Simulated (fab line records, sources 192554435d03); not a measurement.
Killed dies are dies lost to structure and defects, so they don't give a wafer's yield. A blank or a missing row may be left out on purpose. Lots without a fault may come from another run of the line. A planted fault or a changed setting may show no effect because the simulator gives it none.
Which tool did it? | flow n5_finfet | 24 lots, 72 wafers sampled, at 6 steps of a route of 1938

WHAT THE GAUGES READ, wafer by wafer
N5_BEOL_M10_CD_MEAS_35: target cd 70 nm.
lot  | measured     | on        | cd_nm (nm)
L074 | day 10 13:55 | cd_sem-02 | 71.2 69.4 70.7
L075 | day 10 22:17 | cd_sem-03 | 70.7 70.8 69.5
L078 | day 11 21:06 | cd_sem-02 | 69.4 70.2 70.0
L076 | day 11 21:15 | cd_sem-03 | 70.7 69.9 71.6
L081 | day 12 03:13 | cd_sem-01 | 69.1 69.3 69.5
L080 | day 12 07:23 | cd_sem-01 | 70.5 69.7 70.8
L079 | day 12 07:56 | cd_sem-02 | 69.8 70.6 70.9
L077 | day 12 09:44 | cd_sem-03 | 70.5 69.5 69.9
L082 | day 12 10:12 | cd_sem-02 | 68.8 69.3 69.5
L083 | day 12 13:51 | cd_sem-02 | 69.6 68.9 69.1
L084 | day 12 21:46 | cd_sem-03 | 70.4 70.5 69.3
L085 | day 13 04:55 | cd_sem-01 | 70.5 69.5 69.4
L086 | day 13 15:16 | cd_sem-02 | 71.3 71.2 70.9
L087 | day 13 15:17 | cd_sem-03 | 69.9 72.0 70.5
L088 | day 14 03:46 | cd_sem-03 | 69.3 69.2 69.8
L089 | day 14 13:56 | cd_sem-02 | 70.1 69.7 68.8
L091 | day 14 16:04 | cd_sem-02 | 69.4 69.6 70.4
L093 | day 15 02:09 | cd_sem-01 | 71.2 70.4 71.0
L090 | day 15 02:20 | cd_sem-02 | 68.9 70.5 69.7
L092 | day 15 02:29 | cd_sem-02 | 70.6 70.8 71.4
L094 | day 15 11:09 | cd_sem-02 | 71.0 71.9 71.6
L095 | day 16 04:43 | cd_sem-03 | 70.7 70.9 71.7
L097 | day 16 11:50 | cd_sem-01 | 69.9 68.8 68.6
L096 | day 16 12:22 | cd_sem-02 | 71.0 71.8 70.6

N5_BEOL_M11_OVL_MEAS_29.
lot  | measured     | on         | V10_OVL (nm)
L074 | day 10 23:44 | overlay-01 | -0.6 -1.0 -1.0
L075 | day 11 05:52 | overlay-02 | 0.6 1.9 1.2
L078 | day 12 02:23 | overlay-02 | 1.2 1.2 1.0
L076 | day 12 04:21 | overlay-02 | 0.3 0.8 0.5
L081 | day 12 09:41 | overlay-02 | 0.1 0.1 -1.0
L080 | day 12 13:17 | overlay-01 | 0.9 1.6 0.2
L079 | day 12 13:47 | overlay-01 | 0.7 0.5 0.2
L077 | day 12 16:43 | overlay-01 | 1.6 0.9 1.8
L082 | day 12 21:53 | overlay-02 | 0.7 0.5 0.6
L083 | day 12 23:53 | overlay-02 | 0.4 1.2 0.1
L084 | day 13 04:13 | overlay-02 | 0.1 -0.3 0.4
L085 | day 13 12:49 | overlay-01 | 0.6 1.2 0.2
L086 | day 13 21:10 | overlay-02 | -0.4 -0.1 -0.2
L087 | day 13 21:22 | overlay-02 | -0.4 -0.3 0.2
L088 | day 14 13:14 | overlay-02 | 0.0 -0.4 -0.9
L089 | day 14 22:25 | overlay-01 | -0.3 -0.2 -0.1
L091 | day 15 01:34 | overlay-02 | 0.3 0.1 0.5
L093 | day 15 10:31 | overlay-01 | 1.9 0.6 0.7
L090 | day 15 12:32 | overlay-01 | 1.8 0.6 1.3
L092 | day 15 13:09 | overlay-01 | -0.6 1.2 -0.5
L094 | day 15 16:26 | overlay-02 | -1.5 -1.0 -0.4
L095 | day 16 11:17 | overlay-01 | -0.7 -0.9 -1.2
L097 | day 16 22:46 | overlay-02 | -1.0 0.1 -1.5
L096 | day 16 22:56 | overlay-01 | 0.0 -0.9 0.3

WHICH TOOL RAN EACH LOT (tool, then ch and the chambers of the sampled wafers, then the start)
lot  | N5_BEOL_M10_STRIP_77                          | N5_BEOL_M10_DEGAS_44         | N5_BEOL_M10_DEP_56              | N5_BEOL_M11_HM_DEP_02
L074 | rie_diel-04 ch 0,1,3, day 10 13:55 or earlier | pvd_sputter-02, day 10 16:35 | pecvd-03 ch 1,2, day 10 19:02   | pvd_sputter-01, day 10 22:14
L075 | rie_diel-04 ch 1,3, day 10 22:17 or earlier   | pvd_sputter-01, day 10 22:56 | pecvd-03 ch 0,1,2, day 11 00:37 | pvd_sputter-03, day 11 04:14
L078 | rie_diel-04 ch 2,3, day 11 21:06 or earlier   | pvd_sputter-03, day 11 21:29 | pecvd-03 ch 0,1, day 11 23:09   | pvd_sputter-03, day 12 00:05
L076 | rie_diel-02 ch 1,3, day 11 21:15 or earlier   | pvd_sputter-03, day 11 21:55 | pecvd-03 ch 0,2, day 11 23:58   | pvd_sputter-02, day 12 02:41
L081 | rie_diel-02 ch 0,1,2, day 12 03:13 or earlier | pvd_sputter-02, day 12 04:04 | pecvd-01 ch 1,2, day 12 06:05   | pvd_sputter-01, day 12 07:54
L080 | rie_diel-04 ch 0,2,3, day 12 07:23 or earlier | pvd_sputter-01, day 12 08:05 | pecvd-01 ch 0,1,2, day 12 09:54 | pvd_sputter-02, day 12 11:49
L079 | rie_diel-02 ch 1,2, day 12 07:56 or earlier   | pvd_sputter-01, day 12 08:37 | pecvd-02 ch 0,2, day 12 10:37   | pvd_sputter-02, day 12 12:03
L077 | rie_diel-04 ch 0,1,3, day 12 09:44 or earlier | pvd_sputter-03, day 12 10:48 | pecvd-02 ch 0,1,2, day 12 12:35 | pvd_sputter-02, day 12 14:15
L082 | rie_diel-04 ch 1,2,3, day 12 10:12 or earlier | pvd_sputter-02, day 12 11:33 | pecvd-03 ch 0,1,2, day 12 13:10 | pvd_sputter-02, day 12 16:34
L083 | rie_diel-04 ch 0,2,3, day 12 13:51 or earlier | pvd_sputter-02, day 12 16:25 | pecvd-02 ch 0,1, day 12 18:03   | pvd_sputter-02, day 12 22:09
L084 | rie_diel-04 ch 0,2, day 12 21:46 or earlier   | pvd_sputter-02, day 12 22:37 | pecvd-03 ch 0,1,2, day 13 01:08 | pvd_sputter-02, day 13 02:44
L085 | rie_diel-04 ch 0,1, day 13 04:55 or earlier   | pvd_sputter-03, day 13 05:23 | pecvd-03 ch 0,1,2, day 13 07:19 | pvd_sputter-01, day 13 08:52
L086 | rie_diel-06 ch 0,2,3, day 13 15:16 or earlier | pvd_sputter-01, day 13 15:46 | pecvd-02 ch 1,2, day 13 18:00   | pvd_sputter-03, day 13 19:17
L087 | rie_diel-02 ch 0,2,3, day 13 15:17 or earlier | pvd_sputter-01, day 13 15:51 | pecvd-03 ch 0,1, day 13 18:14   | pvd_sputter-03, day 13 19:23
L088 | rie_diel-02 ch 1,2,3, day 14 03:46 or earlier | pvd_sputter-01, day 14 05:00 | pecvd-02 ch 1,2, day 14 06:44   | pvd_sputter-01, day 14 08:13
L089 | rie_diel-02 ch 1,3, day 14 13:56 or earlier   | pvd_sputter-02, day 14 14:25 | pecvd-02 ch 1,2, day 14 17:01   | pvd_sputter-02, day 14 17:56
L091 | rie_diel-02 ch 0,2,3, day 14 16:04 or earlier | pvd_sputter-02, day 14 17:35 | pecvd-03 ch 1,2, day 14 19:13   | pvd_sputter-02, day 14 22:45
L093 | rie_diel-04 ch 0,1,2, day 15 02:09 or earlier | pvd_sputter-02, day 15 02:37 | pecvd-01 ch 0,1,2, day 15 06:38 | pvd_sputter-03, day 15 07:41
L090 | rie_diel-06 ch 1,3, day 15 02:20 or earlier   | pvd_sputter-01, day 15 05:55 | pecvd-03 ch 0,2, day 15 08:02   | pvd_sputter-02, day 15 10:56
L092 | rie_diel-02 ch 0,1,3, day 15 02:29 or earlier | pvd_sputter-01, day 15 06:05 | pecvd-02 ch 0,2, day 15 08:08   | pvd_sputter-03, day 15 10:40
L094 | rie_diel-02 ch 0,1,2, day 15 11:09 or earlier | pvd_sputter-03, day 15 11:31 | pecvd-02 ch 0,1,2, day 15 13:20 | pvd_sputter-02, day 15 14:48
L095 | rie_diel-06 ch 2,3, day 16 04:43 or earlier   | pvd_sputter-02, day 16 05:05 | pecvd-01 ch 0,2, day 16 07:57   | pvd_sputter-03, day 16 09:06
L097 | rie_diel-02 ch 2,3, day 16 11:50 or earlier   | pvd_sputter-03, day 16 12:29 | pecvd-03 ch 0,1, day 16 14:05   | pvd_sputter-03, day 16 18:11
L096 | rie_diel-06 ch 1,2, day 16 12:22 or earlier   | pvd_sputter-01, day 16 13:23 | pecvd-02 ch 0,1,2, day 16 15:04 | pvd_sputter-03, day 16 18:17
- N5_BEOL_M10_STRIP_77: strips in N2/H2, time 10 s.
- N5_BEOL_M10_DEGAS_44: time 60 s.
- N5_BEOL_M10_DEP_56: deposits SiCN from 3MS/NH3, target thk 15 nm, time 26.5 s.
- N5_BEOL_M11_HM_DEP_02: deposits TiN, target thk 20 nm.

WHAT THE TOOLS THEMSELVES READ (means of the sampled wafers that have a number; where no wafer has one, the mark that the record gives instead)
N5_BEOL_M10_STRIP_77.
lot  | tool        | drypump_motor_current_A (A) | oes_product_au (a.u.) | rf_vpp_V (V) | showerhead_plenum_p_Torr (Torr) | temp_c (C) | throttle_valve_pct (%)
L074 | rie_diel-04 | 5.8                         | 0.91                  | 60.1         | 2.67                            | 39.93      | 23.4
L075 | rie_diel-04 | 5.8                         | 0.94                  | 60.0         | 2.63                            | 39.90      | 23.1
L078 | rie_diel-04 | 5.9                         | 0.84                  | 60.2         | 2.68                            | 40.01      | 23.4
L076 | rie_diel-02 | 6.6                         | 0.92                  | 59.0         | 2.51                            | 40.07      | 23.5
L081 | rie_diel-02 | 6.0                         | 0.82                  | 59.6         | 2.47                            | 39.97      | 23.3
L080 | rie_diel-04 | 5.9                         | 0.86                  | 60.0         | 2.69                            | 40.12      | 23.6
L079 | rie_diel-02 | 6.0                         | 0.90                  | 58.7         | 2.50                            | 40.03      | 23.2
L077 | rie_diel-04 | 5.9                         | 0.88                  | 59.3         | 2.66                            | 39.89      | 23.4
L082 | rie_diel-04 | 5.9                         | 0.88                  | 59.2         | 2.65                            | 39.92      | 23.3
L083 | rie_diel-04 | 5.9                         | 0.85                  | 59.1         | 2.68                            | 40.09      | 23.6
L084 | rie_diel-04 | 5.9                         | 0.81                  | 59.0         | 2.68                            | 40.03      | 24.0
L085 | rie_diel-04 | 5.8                         | 0.86                  | 59.0         | 2.62                            | 39.95      | 23.6
L086 | rie_diel-06 | 5.9                         | 0.80                  | 58.7         | 2.56                            | 40.00      | 23.9
L087 | rie_diel-02 | 6.2                         | 0.84                  | 58.7         | 2.44                            | 40.14      | 23.3
L088 | rie_diel-02 | 6.3                         | 0.87                  | 59.1         | 2.49                            | 40.00      | 23.3
L089 | rie_diel-02 | 6.6                         | 0.86                  | 59.6         | 2.50                            | 40.01      | 23.5
L091 | rie_diel-02 | 6.1                         | 0.82                  | 58.2         | 2.44                            | 40.05      | 23.3
L093 | rie_diel-04 | 5.9                         | 0.81                  | 58.7         | 2.64                            | 39.92      | 23.8
L090 | rie_diel-06 | 6.0                         | 0.76                  | 58.8         | 2.50                            | 40.02      | 23.7
L092 | rie_diel-02 | 6.3                         | 0.78                  | 59.2         | 2.46                            | 40.11      | 23.5
L094 | rie_diel-02 | 6.0                         | 0.78                  | 59.1         | 2.46                            | 39.99      | 23.4
L095 | rie_diel-06 | 5.4                         | 0.85                  | 59.7         | 2.54                            | 39.85      | 24.0
L097 | rie_diel-02 | 6.5                         | 0.86                  | 59.7         | 2.46                            | 40.00      | 23.4
L096 | rie_diel-06 | 5.2                         | 0.85                  | 59.3         | 2.47                            | 40.02      | 23.8

N5_BEOL_M10_DEGAS_44.
lot  | tool           | heater_power_w (W)
L074 | pvd_sputter-02 | 341
L075 | pvd_sputter-01 | 324
L078 | pvd_sputter-03 | 319
L076 | pvd_sputter-03 | 269
L081 | pvd_sputter-02 | 336
L080 | pvd_sputter-01 | 329
L079 | pvd_sputter-01 | 333
L077 | pvd_sputter-03 | 325
L082 | pvd_sputter-02 | 338
L083 | pvd_sputter-02 | 344
L084 | pvd_sputter-02 | 375
L085 | pvd_sputter-03 | 318
L086 | pvd_sputter-01 | 340
L087 | pvd_sputter-01 | 330
L088 | pvd_sputter-01 | 351
L089 | pvd_sputter-02 | 368
L091 | pvd_sputter-02 | 374
L093 | pvd_sputter-02 | 337
L090 | pvd_sputter-01 | 348
L092 | pvd_sputter-01 | 357
L094 | pvd_sputter-03 | 311
L095 | pvd_sputter-02 | 372
L097 | pvd_sputter-03 | 330
L096 | pvd_sputter-01 | 352

N5_BEOL_M10_DEP_56.
lot  | tool     | showerhead_plenum_p_Torr (Torr) | throttle_valve_pct (%)
L074 | pecvd-03 | 3.666                           | 9.0
L075 | pecvd-03 | 3.678                           | 8.8
L078 | pecvd-03 | 3.683                           | 9.0
L076 | pecvd-03 | 3.692                           | 8.6
L081 | pecvd-01 | 3.675                           | 9.0
L080 | pecvd-01 | 3.672                           | 9.1
L079 | pecvd-02 | 3.666                           | 8.5
L077 | pecvd-02 | 3.666                           | 8.8
L082 | pecvd-03 | 3.680                           | 8.9
L083 | pecvd-02 | 3.674                           | 8.7
L084 | pecvd-03 | 3.680                           | 8.9
L085 | pecvd-03 | 3.680                           | 9.1
L086 | pecvd-02 | 3.662                           | 8.9
L087 | pecvd-03 | 3.688                           | 8.8
L088 | pecvd-02 | 3.672                           | 8.9
L089 | pecvd-02 | 3.661                           | 9.0
L091 | pecvd-03 | 3.665                           | 9.3
L093 | pecvd-01 | 3.668                           | 9.0
L090 | pecvd-03 | 3.685                           | 8.6
L092 | pecvd-02 | 3.664                           | 8.5
L094 | pecvd-02 | 3.666                           | 8.8
L095 | pecvd-01 | 3.670                           | 9.2
L097 | pecvd-03 | 3.692                           | 9.0
L096 | pecvd-02 | 3.663                           | 8.9

N5_BEOL_M11_HM_DEP_02.
lot  | tool           | substrate_temp_c (C) | throttle_valve_pct (%)
L074 | pvd_sputter-01 | 25.00                | 30.0
L075 | pvd_sputter-03 | 24.95                | 30.9
L078 | pvd_sputter-03 | 24.92                | 30.8
L076 | pvd_sputter-02 | 24.86                | 29.2
L081 | pvd_sputter-01 | 25.01                | 29.8
L080 | pvd_sputter-02 | 25.00                | 28.7
L079 | pvd_sputter-02 | 24.98                | 29.5
L077 | pvd_sputter-02 | 24.98                | 29.5
L082 | pvd_sputter-02 | 25.06                | 29.5
L083 | pvd_sputter-02 | 25.14                | 30.4
L084 | pvd_sputter-02 | 24.97                | 28.1
L085 | pvd_sputter-01 | 25.01                | 29.7
L086 | pvd_sputter-03 | 25.00                | 30.7
L087 | pvd_sputter-03 | 25.03                | 30.5
L088 | pvd_sputter-01 | 24.89                | 29.7
L089 | pvd_sputter-02 | 25.01                | 28.8
L091 | pvd_sputter-02 | 25.07                | 28.8
L093 | pvd_sputter-03 | 25.02                | 30.5
L090 | pvd_sputter-02 | 24.97                | 29.7
L092 | pvd_sputter-03 | 25.01                | 29.8
L094 | pvd_sputter-02 | 25.07                | 28.8
L095 | pvd_sputter-03 | 24.94                | 30.3
L097 | pvd_sputter-03 | 25.07                | 30.4
L096 | pvd_sputter-03 | 25.04                | 30.7

THE ANSWER, worked out from the rows above alone
Rule: what is usual is taken from the lots themselves. Put in order of their means at a reading, lots are off if they are a third of the lots or fewer, leave a main group of 4 or more, and stand apart from it by a gap of 3 or more times the standard deviation of the main group's means; of several such gaps the widest counts. A main group whose means are all the same, to the digits that the tables above print for the reading, isn't used. A lot without any number at a reading at which 4 lots or more have one is off too. The other lots that the step has rows for count as sound. The gauges are gone through in route order, then the tools' own readings, and for those a lot's mean is taken as printed above. The first step at which some lot is off is used, and at that step the reading that is off furthest; a lot without a number counts as furthest.
No lot is off at any reading shown: from this, nothing can be told.

WHAT THE SIMULATOR HAD PUT IN
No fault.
